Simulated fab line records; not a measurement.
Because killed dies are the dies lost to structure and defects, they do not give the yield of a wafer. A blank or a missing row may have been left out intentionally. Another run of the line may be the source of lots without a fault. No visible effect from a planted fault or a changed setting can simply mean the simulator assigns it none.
Split-lot trial || flow n5Finfet || 7 lots, 39 wafers read, on a route of 1938 steps

== SPLIT DETAILS ==
At N5_GATE_CUT_HM_DEP_46 (deposits SiO2 from TEOS/O2, target thk 130 nm, time 26.6 s), the setting targetThkA was moved away from the recipe's 1300 angstrom on 12 of the 39 wafers read, by -11.6% to +13.1%. All remaining wafers had this setting at the recipe value.

== FROM THE SPLIT TO THE READING: what the file shows between them, 9 steps ==
- N5_GATE_CUT_COAT_34: time 60 s, resist thk 60 nm
- N5_GATE_CUT_COAT_35: time 60 s, resist thk 10 nm
- N5_GATE_CUT_STRIP_38: strips in N2/H2
- N5_GATE_CUT_STRIP_39: strips in N2/H2
- N5_GATE_CUT_HM_OPEN_40: chemistry C4F6/O2, target SiO2, target depth 139 nm, time 85.1 s
- N5_GATE_CUT_STRIP_41: strips in CF4
- N5_GATE_CUT_STRIP_42: strips in O2
- N5_GATE_CUT_ALD_22: deposits SiNx, target thk 16 nm, pulse time 1 s, ald cycles 320
- N5_GATE_CUT_CMP_23: polishes, stops on SiO2, t overpolish 23.4 s, target thk 16 nm

== THE READING ==
GC_FILL_THK (nm), taken at N5_GATE_CUT_THK_MEAS_24. Typical for fault-free wafers on this fab line: 220.6 nm, with standard deviation 1.6 nm.

{"wafer": "L076.1", "tool, chamber at the split": "pecvd-04, 0", "targetThkA as run, angstrom": 1300, "against the recipe": "recipe", "GC_FILL_THK, nm": 220.6, "against lot-mates on the recipe": "-"}
{"wafer": "L076.2", "tool, chamber at the split": "pecvd-04, 1", "targetThkA as run, angstrom": 1300, "against the recipe": "recipe", "GC_FILL_THK, nm": 220.5, "against lot-mates on the recipe": "-"}
{"wafer": "L076.3", "tool, chamber at the split": "pecvd-04, 2", "targetThkA as run, angstrom": 1442, "against the recipe": "+10.9%", "GC_FILL_THK, nm": 234.2, "against lot-mates on the recipe": "+12.8"}
{"wafer": "L076.4", "tool, chamber at the split": "pecvd-04, 0", "targetThkA as run, angstrom": 1442, "against the recipe": "+10.9%", "GC_FILL_THK, nm": 236.1, "against lot-mates on the recipe": "+14.7"}
{"wafer": "L076.5", "tool, chamber at the split": "pecvd-04, 2", "targetThkA as run, angstrom": 1442, "against the recipe": "+10.9%", "GC_FILL_THK, nm": 234.9, "against lot-mates on the recipe": "+13.5"}
{"wafer": "L076.6", "tool, chamber at the split": "pecvd-04, 1", "targetThkA as run, angstrom": 1300, "against the recipe": "recipe", "GC_FILL_THK, nm": 223.1, "against lot-mates on the recipe": "-"}
{"wafer": "L082.3", "tool, chamber at the split": "pecvd-02, 2", "targetThkA as run, angstrom": 1300, "against the recipe": "recipe", "GC_FILL_THK, nm": 218.7, "against lot-mates on the recipe": "-"}
{"wafer": "L082.4", "tool, chamber at the split": "pecvd-02, 2", "targetThkA as run, angstrom": 1300, "against the recipe": "recipe", "GC_FILL_THK, nm": 221.6, "against lot-mates on the recipe": "-"}
{"wafer": "L082.5", "tool, chamber at the split": "pecvd-02, 0", "targetThkA as run, angstrom": 1300, "against the recipe": "recipe", "GC_FILL_THK, nm": 220.3, "against lot-mates on the recipe": "-"}
{"wafer": "L083.1", "tool, chamber at the split": "pecvd-03, 2", "targetThkA as run, angstrom": 1300, "against the recipe": "recipe", "GC_FILL_THK, nm": 220.3, "against lot-mates on the recipe": "-"}
{"wafer": "L083.2", "tool, chamber at the split": "pecvd-03, 0,1", "targetThkA as run, angstrom": 1300, "against the recipe": "recipe", "GC_FILL_THK, nm": 218.8, "against lot-mates on the recipe": "-"}
{"wafer": "L083.3", "tool, chamber at the split": "pecvd-03, 0,1", "targetThkA as run, angstrom": 1300, "against the recipe": "recipe", "GC_FILL_THK, nm": 219.2, "against lot-mates on the recipe": "-"}
{"wafer": "L083.4", "tool, chamber at the split": "pecvd-03, 1,0", "targetThkA as run, angstrom": 1300, "against the recipe": "recipe", "GC_FILL_THK, nm": 220.2, "against lot-mates on the recipe": "-"}
{"wafer": "L083.5", "tool, chamber at the split": "pecvd-03, 1,0", "targetThkA as run, angstrom": 1300, "against the recipe": "recipe", "GC_FILL_THK, nm": 221.0, "against lot-mates on the recipe": "-"}
{"wafer": "L083.6", "tool, chamber at the split": "pecvd-03, 2", "targetThkA as run, angstrom": 1300, "against the recipe": "recipe", "GC_FILL_THK, nm": 223.2, "against lot-mates on the recipe": "-"}
{"wafer": "L087.1", "tool, chamber at the split": "pecvd-02, 1", "targetThkA as run, angstrom": 1300, "against the recipe": "recipe", "GC_FILL_THK, nm": 219.8, "against lot-mates on the recipe": "-"}
{"wafer": "L087.2", "tool, chamber at the split": "pecvd-02, 2", "targetThkA as run, angstrom": 1300, "against the recipe": "recipe", "GC_FILL_THK, nm": 221.5, "against lot-mates on the recipe": "-"}
{"wafer": "L087.3", "tool, chamber at the split": "pecvd-02, 0", "targetThkA as run, angstrom": 1149, "against the recipe": "-11.6%", "GC_FILL_THK, nm": 204.0, "against lot-mates on the recipe": -17.4}
{"wafer": "L087.4", "tool, chamber at the split": "pecvd-02, 2", "targetThkA as run, angstrom": 1149, "against the recipe": "-11.6%", "GC_FILL_THK, nm": 207.7, "against lot-mates on the recipe": -13.7}
{"wafer": "L087.5", "tool, chamber at the split": "pecvd-02, 0", "targetThkA as run, angstrom": 1300, "against the recipe": "recipe", "GC_FILL_THK, nm": 222.8, "against lot-mates on the recipe": "-"}
{"wafer": "L087.6", "tool, chamber at the split": "pecvd-02, 1", "targetThkA as run, angstrom": 1149, "against the recipe": "-11.6%", "GC_FILL_THK, nm": 208.2, "against lot-mates on the recipe": -13.2}
{"wafer": "L089.1", "tool, chamber at the split": "pecvd-02, 2", "targetThkA as run, angstrom": 1300, "against the recipe": "recipe", "GC_FILL_THK, nm": 219.3, "against lot-mates on the recipe": "-"}
{"wafer": "L089.2", "tool, chamber at the split": "pecvd-02, 1", "targetThkA as run, angstrom": 1300, "against the recipe": "recipe", "GC_FILL_THK, nm": 218.9, "against lot-mates on the recipe": "-"}
{"wafer": "L089.3", "tool, chamber at the split": "pecvd-02, 2", "targetThkA as run, angstrom": 1300, "against the recipe": "recipe", "GC_FILL_THK, nm": 221.7, "against lot-mates on the recipe": "-"}
{"wafer": "L089.4", "tool, chamber at the split": "pecvd-02, 1", "targetThkA as run, angstrom": 1300, "against the recipe": "recipe", "GC_FILL_THK, nm": 220.2, "against lot-mates on the recipe": "-"}
{"wafer": "L089.5", "tool, chamber at the split": "pecvd-02, 2", "targetThkA as run, angstrom": 1300, "against the recipe": "recipe", "GC_FILL_THK, nm": 222.0, "against lot-mates on the recipe": "-"}
{"wafer": "L089.6", "tool, chamber at the split": "pecvd-02, 1", "targetThkA as run, angstrom": 1300, "against the recipe": "recipe", "GC_FILL_THK, nm": 220.3, "against lot-mates on the recipe": "-"}
{"wafer": "L090.1", "tool, chamber at the split": "pecvd-03, 2", "targetThkA as run, angstrom": 1300, "against the recipe": "recipe", "GC_FILL_THK, nm": 218.7, "against lot-mates on the recipe": "-"}
{"wafer": "L090.2", "tool, chamber at the split": "pecvd-03, 1", "targetThkA as run, angstrom": 1300, "against the recipe": "recipe", "GC_FILL_THK, nm": 219.9, "against lot-mates on the recipe": "-"}
{"wafer": "L090.3", "tool, chamber at the split": "pecvd-03, 0", "targetThkA as run, angstrom": 1446, "against the recipe": "+11.2%", "GC_FILL_THK, nm": 235.0, "against lot-mates on the recipe": "+15.0"}
{"wafer": "L090.4", "tool, chamber at the split": "pecvd-03, 2", "targetThkA as run, angstrom": 1446, "against the recipe": "+11.2%", "GC_FILL_THK, nm": 237.2, "against lot-mates on the recipe": "+17.2"}
{"wafer": "L090.5", "tool, chamber at the split": "pecvd-03, 0", "targetThkA as run, angstrom": 1446, "against the recipe": "+11.2%", "GC_FILL_THK, nm": 236.6, "against lot-mates on the recipe": "+16.6"}
{"wafer": "L090.6", "tool, chamber at the split": "pecvd-03, 1", "targetThkA as run, angstrom": 1300, "against the recipe": "recipe", "GC_FILL_THK, nm": 221.5, "against lot-mates on the recipe": "-"}
{"wafer": "L096.1", "tool, chamber at the split": "pecvd-02, 0", "targetThkA as run, angstrom": 1470, "against the recipe": "+13.1%", "GC_FILL_THK, nm": 235.3, "against lot-mates on the recipe": "+14.0"}
{"wafer": "L096.2", "tool, chamber at the split": "pecvd-02, 1", "targetThkA as run, angstrom": 1300, "against the recipe": "recipe", "GC_FILL_THK, nm": 219.8, "against lot-mates on the recipe": "-"}
{"wafer": "L096.3", "tool, chamber at the split": "pecvd-02, 2", "targetThkA as run, angstrom": 1470, "against the recipe": "+13.1%", "GC_FILL_THK, nm": 237.8, "against lot-mates on the recipe": "+16.5"}
{"wafer": "L096.4", "tool, chamber at the split": "pecvd-02, 1", "targetThkA as run, angstrom": 1300, "against the recipe": "recipe", "GC_FILL_THK, nm": 222.4, "against lot-mates on the recipe": "-"}
{"wafer": "L096.5", "tool, chamber at the split": "pecvd-02, 0", "targetThkA as run, angstrom": 1470, "against the recipe": "+13.1%", "GC_FILL_THK, nm": 238.2, "against lot-mates on the recipe": "+16.9"}
{"wafer": "L096.6", "tool, chamber at the split": "pecvd-02, 2", "targetThkA as run, angstrom": 1300, "against the recipe": "recipe", "GC_FILL_THK, nm": 221.6, "against lot-mates on the recipe": "-"}
Where a row lists several chambers, the file gives one row for several wafers and doesn't say which wafer went through which chamber.

FIT RESULTS
A straight line over all 39 wafers: GC_FILL_THK changes by +1.28 nm for each +1% of targetThkA; r = +0.99; the points scatter about the line by 1.4 nm.
The same after taking each lot's own level away (the mean of its wafers on the recipe; 39 wafers): +1.29 nm for each +1%; r = +0.99; scatter 1.4 nm.
On that fit, the largest move of targetThkA shifts the reading by 17 nm.
From 220.03 to 221.40 nm: that is the span of the lots' own levels, equal to 0.9 times the standard deviation above.
The two slopes are in agreement: the lot-to-lot level therefore moves the slope only a little.
Check: with one of the wafers moved furthest among these (+13.1%) left out of the fit, the line predicts +17.2 nm for it against its lot-mates. Against them it came out at +14 nm.

== THE WHOLE CHAIN: every reading that the file lists as answering this split, in the file's order ==
{"step": "N5_GATE_CUT_HM_DEP_46", "what it does": "deposits SiO2 from TEOS/O2, target thk 130 nm, time 26.6 s", "reading": "SiO2_of_GATE_CUT_HM_DEP_46.thkNm (the simulator's own value, which no gauge read)", "change (the file's fit)": "+1.3 nm for each +1% of the setting", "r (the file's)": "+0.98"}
{"step": "N5_GATE_CUT_HM_OPEN_40", "what it does": "chemistry C4F6/O2, target SiO2, target depth 139 nm, time 85.1 s", "reading": "etchRfOnTimeS", "change (the file's fit)": "withheld for each +1% of the setting", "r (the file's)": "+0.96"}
{"step": "N5_GATE_CUT_HM_OPEN_40", "what it does": "chemistry C4F6/O2, target SiO2, target depth 139 nm, time 85.1 s", "reading": "etch.depthNm (the simulator's own value, which no gauge read)", "change (the file's fit)": "+1.3 nm for each +1% of the setting", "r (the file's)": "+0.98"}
{"step": "N5_GATE_CUT_HM_OPEN_40", "what it does": "chemistry C4F6/O2, target SiO2, target depth 139 nm, time 85.1 s", "reading": "SOC_of_GATE_CUT_COAT_34.thkNm (the simulator's own value, which no gauge read)", "change (the file's fit)": "-0.269 nm for each +1% of the setting", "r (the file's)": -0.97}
{"step": "N5_GATE_CUT_THK_MEAS_24", "what it does": "", "reading": "GC_FILL_THK", "change (the file's fit)": "+1.29 for each +1% of the setting", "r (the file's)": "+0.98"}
{"step": "N5_GATE_CUT_CMP_43", "what it does": "polishes SiO2", "reading": "SiO2_of_GATE_CUT_HM_DEP_46.thkNm (the simulator's own value, which no gauge read)", "change (the file's fit)": "+0.0607 nm for each +1% of the setting", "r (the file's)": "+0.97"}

== THE FILE'S OWN FIT ==
GC_FILL_THK changes by +1.29 nm for each +1% of targetThkA, r = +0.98.
